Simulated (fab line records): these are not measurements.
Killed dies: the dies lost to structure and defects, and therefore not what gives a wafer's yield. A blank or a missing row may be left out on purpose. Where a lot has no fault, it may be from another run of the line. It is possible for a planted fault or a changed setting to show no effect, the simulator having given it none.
Split-lot trial || flow n5 finfet || 39 wafers read across 7 lots, on a route 1938 steps long

== SPLIT DETAILS ==
At N5_MOL_CONTACT_COAG_ETCH_124 (etches SiNx in CH3F/O2, stops on SiOC, target depth 6.5 nm), the setting bias w was moved away from the recipe's 73 W on 6 of the 39 wafers read, by -12.1% to +15.3%. This setting was run at the recipe's value on the other wafers.

The reading comes from the split's own step.

== THE READING ==
rf vpp V, in V, at N5_MOL_CONTACT_COAG_ETCH_124 (etches SiNx in CH3F/O2, stops on SiOC, target depth 6.5 nm). A value of 300 V with a standard deviation of 6 V is what fault-free wafers of this fab line usually give.

{"wafer": "L074.1", "tool, chamber at the split": "rie diel-06, 0", "bias w as run, W": 73, "against the recipe": "recipe", "rf vpp V, V": 289, "against lot-mates on the recipe": "-"}
{"wafer": "L074.2", "tool, chamber at the split": "rie diel-06, 1", "bias w as run, W": 73, "against the recipe": "recipe", "rf vpp V, V": 307, "against lot-mates on the recipe": "-"}
{"wafer": "L074.3", "tool, chamber at the split": "rie diel-06, 2", "bias w as run, W": 73, "against the recipe": "recipe", "rf vpp V, V": 302, "against lot-mates on the recipe": "-"}
{"wafer": "L074.4", "tool, chamber at the split": "rie diel-06, 3", "bias w as run, W": 73, "against the recipe": "recipe", "rf vpp V, V": 298, "against lot-mates on the recipe": "-"}
{"wafer": "L074.5", "tool, chamber at the split": "rie diel-06, 0", "bias w as run, W": 73, "against the recipe": "recipe", "rf vpp V, V": 290, "against lot-mates on the recipe": "-"}
{"wafer": "L074.6", "tool, chamber at the split": "rie diel-06, 1", "bias w as run, W": 73, "against the recipe": "recipe", "rf vpp V, V": 307, "against lot-mates on the recipe": "-"}
{"wafer": "L085.1", "tool, chamber at the split": "rie diel-05, 3", "bias w as run, W": 73, "against the recipe": "recipe", "rf vpp V, V": 302, "against lot-mates on the recipe": "-"}
{"wafer": "L085.2", "tool, chamber at the split": "rie diel-05, 2", "bias w as run, W": 73, "against the recipe": "recipe", "rf vpp V, V": 297, "against lot-mates on the recipe": "-"}
{"wafer": "L085.3", "tool, chamber at the split": "rie diel-05, 1", "bias w as run, W": 73, "against the recipe": "recipe", "rf vpp V, V": 305, "against lot-mates on the recipe": "-"}
{"wafer": "L085.4", "tool, chamber at the split": "rie diel-05, 2", "bias w as run, W": 73, "against the recipe": "recipe", "rf vpp V, V": 295, "against lot-mates on the recipe": "-"}
{"wafer": "L085.5", "tool, chamber at the split": "rie diel-05, 3", "bias w as run, W": 73, "against the recipe": "recipe", "rf vpp V, V": 302, "against lot-mates on the recipe": "-"}
{"wafer": "L085.6", "tool, chamber at the split": "rie diel-05, 1", "bias w as run, W": 73, "against the recipe": "recipe", "rf vpp V, V": 302, "against lot-mates on the recipe": "-"}
{"wafer": "L091.1", "tool, chamber at the split": "rie diel-02, 2", "bias w as run, W": 73, "against the recipe": "recipe", "rf vpp V, V": 303, "against lot-mates on the recipe": "-"}
{"wafer": "L091.4", "tool, chamber at the split": "rie diel-02, 0", "bias w as run, W": 73, "against the recipe": "recipe", "rf vpp V, V": 308, "against lot-mates on the recipe": "-"}
{"wafer": "L091.6", "tool, chamber at the split": "rie diel-02, 0", "bias w as run, W": 73, "against the recipe": "recipe", "rf vpp V, V": 307, "against lot-mates on the recipe": "-"}
{"wafer": "L092.1", "tool, chamber at the split": "rie diel-02, 2", "bias w as run, W": 73, "against the recipe": "recipe", "rf vpp V, V": 300, "against lot-mates on the recipe": "-"}
{"wafer": "L092.2", "tool, chamber at the split": "rie diel-02, 1", "bias w as run, W": 64.17, "against the recipe": "-12.1%", "rf vpp V, V": 264, "against lot-mates on the recipe": -38}
{"wafer": "L092.3", "tool, chamber at the split": "rie diel-02, 0", "bias w as run, W": 64.17, "against the recipe": "-12.1%", "rf vpp V, V": 278, "against lot-mates on the recipe": -24}
{"wafer": "L092.4", "tool, chamber at the split": "rie diel-02, 3", "bias w as run, W": 73, "against the recipe": "recipe", "rf vpp V, V": 296, "against lot-mates on the recipe": "-"}
{"wafer": "L092.5", "tool, chamber at the split": "rie diel-02, 1", "bias w as run, W": 64.17, "against the recipe": "-12.1%", "rf vpp V, V": 263, "against lot-mates on the recipe": -39}
{"wafer": "L092.6", "tool, chamber at the split": "rie diel-02, 0", "bias w as run, W": 73, "against the recipe": "recipe", "rf vpp V, V": 310, "against lot-mates on the recipe": "-"}
{"wafer": "L095.1", "tool, chamber at the split": "rie diel-02, 3", "bias w as run, W": 73, "against the recipe": "recipe", "rf vpp V, V": 295, "against lot-mates on the recipe": "-"}
{"wafer": "L095.2", "tool, chamber at the split": "rie diel-02, 2", "bias w as run, W": 73, "against the recipe": "recipe", "rf vpp V, V": 300, "against lot-mates on the recipe": "-"}
{"wafer": "L095.3", "tool, chamber at the split": "rie diel-02, 0", "bias w as run, W": 73, "against the recipe": "recipe", "rf vpp V, V": 307, "against lot-mates on the recipe": "-"}
{"wafer": "L095.4", "tool, chamber at the split": "rie diel-02, 1", "bias w as run, W": 73, "against the recipe": "recipe", "rf vpp V, V": 291, "against lot-mates on the recipe": "-"}
{"wafer": "L095.5", "tool, chamber at the split": "rie diel-02, 3", "bias w as run, W": 73, "against the recipe": "recipe", "rf vpp V, V": 296, "against lot-mates on the recipe": "-"}
{"wafer": "L095.6", "tool, chamber at the split": "rie diel-02, 0", "bias w as run, W": 73, "against the recipe": "recipe", "rf vpp V, V": 308, "against lot-mates on the recipe": "-"}
{"wafer": "L096.1", "tool, chamber at the split": "rie diel-05, 0", "bias w as run, W": 73, "against the recipe": "recipe", "rf vpp V, V": 304, "against lot-mates on the recipe": "-"}
{"wafer": "L096.2", "tool, chamber at the split": "rie diel-05, 1", "bias w as run, W": 73, "against the recipe": "recipe", "rf vpp V, V": 304, "against lot-mates on the recipe": "-"}
{"wafer": "L096.3", "tool, chamber at the split": "rie diel-05, 2", "bias w as run, W": 73, "against the recipe": "recipe", "rf vpp V, V": 296, "against lot-mates on the recipe": "-"}
{"wafer": "L096.4", "tool, chamber at the split": "rie diel-05, 2", "bias w as run, W": 73, "against the recipe": "recipe", "rf vpp V, V": 296, "against lot-mates on the recipe": "-"}
{"wafer": "L096.5", "tool, chamber at the split": "rie diel-05, 0", "bias w as run, W": 73, "against the recipe": "recipe", "rf vpp V, V": 305, "against lot-mates on the recipe": "-"}
{"wafer": "L096.6", "tool, chamber at the split": "rie diel-05, 1", "bias w as run, W": 73, "against the recipe": "recipe", "rf vpp V, V": 302, "against lot-mates on the recipe": "-"}
{"wafer": "L097.1", "tool, chamber at the split": "rie diel-06, 3", "bias w as run, W": 73, "against the recipe": "recipe", "rf vpp V, V": 299, "against lot-mates on the recipe": "-"}
{"wafer": "L097.2", "tool, chamber at the split": "rie diel-06, 1", "bias w as run, W": 84.15, "against the recipe": "+15.3%", "rf vpp V, V": 345, "against lot-mates on the recipe": "+45"}
{"wafer": "L097.3", "tool, chamber at the split": "rie diel-06, 0", "bias w as run, W": 84.15, "against the recipe": "+15.3%", "rf vpp V, V": 322, "against lot-mates on the recipe": "+22"}
{"wafer": "L097.4", "tool, chamber at the split": "rie diel-06, 2", "bias w as run, W": 73, "against the recipe": "recipe", "rf vpp V, V": 301, "against lot-mates on the recipe": "-"}
{"wafer": "L097.5", "tool, chamber at the split": "rie diel-06, 1", "bias w as run, W": 84.15, "against the recipe": "+15.3%", "rf vpp V, V": 344, "against lot-mates on the recipe": "+44"}
{"wafer": "L097.6", "tool, chamber at the split": "rie diel-06, 2", "bias w as run, W": 73, "against the recipe": "recipe", "rf vpp V, V": 301, "against lot-mates on the recipe": "-"}

THE FIT
A straight line over all 39 wafers: rf vpp V changes by +2.49 V for each +1% of bias w; r = +0.91; the points scatter about the line by 6.3 V.
The same after taking each lot's own level away (the mean of its wafers on the recipe; 39 wafers): +2.55 V for each +1%; r = +0.92; scatter 6 V.
According to that fit, moving bias w by its largest amount changes the reading by 39 V.
The lots' own levels span 298.8 to 306.0 V, that is 1.2 times the standard deviation above.
So the lot-to-lot level changes the slope little: the two slopes agree.
Check: with one of the wafers moved furthest among these (+15.3%) left out of the fit, the line predicts +36.8 V for it against its lot-mates. Against them it came out at +44.7 V.
Tool readings at the split's step, against how far the setting was moved: rf vpp V r = +0.91.

== OTHER SPLITS APPLIED TO THESE WAFERS ==
Other splits were also applied to these wafers ahead of the reading. Each is held against what the fit with the lots' levels taken away leaves over:
{"other split on the same wafers": "N5_WELL_APT_EXPOSE_05 dose mj", "wafers away from the commonest value": 12, "r with rf vpp V (lot level and that fit taken away)": -0.23}
{"other split on the same wafers": "N5_DUMMY_GATE_HM_DEP_06 time s", "wafers away from the commonest value": 18, "r with rf vpp V (lot level and that fit taken away)": -0.02}
{"other split on the same wafers": "N5_DUMMY_GATE_EXPOSE_12 dose mj", "wafers away from the commonest value": 12, "r with rf vpp V (lot level and that fit taken away)": -0.11}
{"other split on the same wafers": "N5_DUMMY_GATE_ETCH_37 source w", "wafers away from the commonest value": 12, "r with rf vpp V (lot level and that fit taken away)": "+0.13"}

== THE FILE'S OWN FIT ==
rf vpp V changes by +2.53 V for each +1% of bias w, r = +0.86.
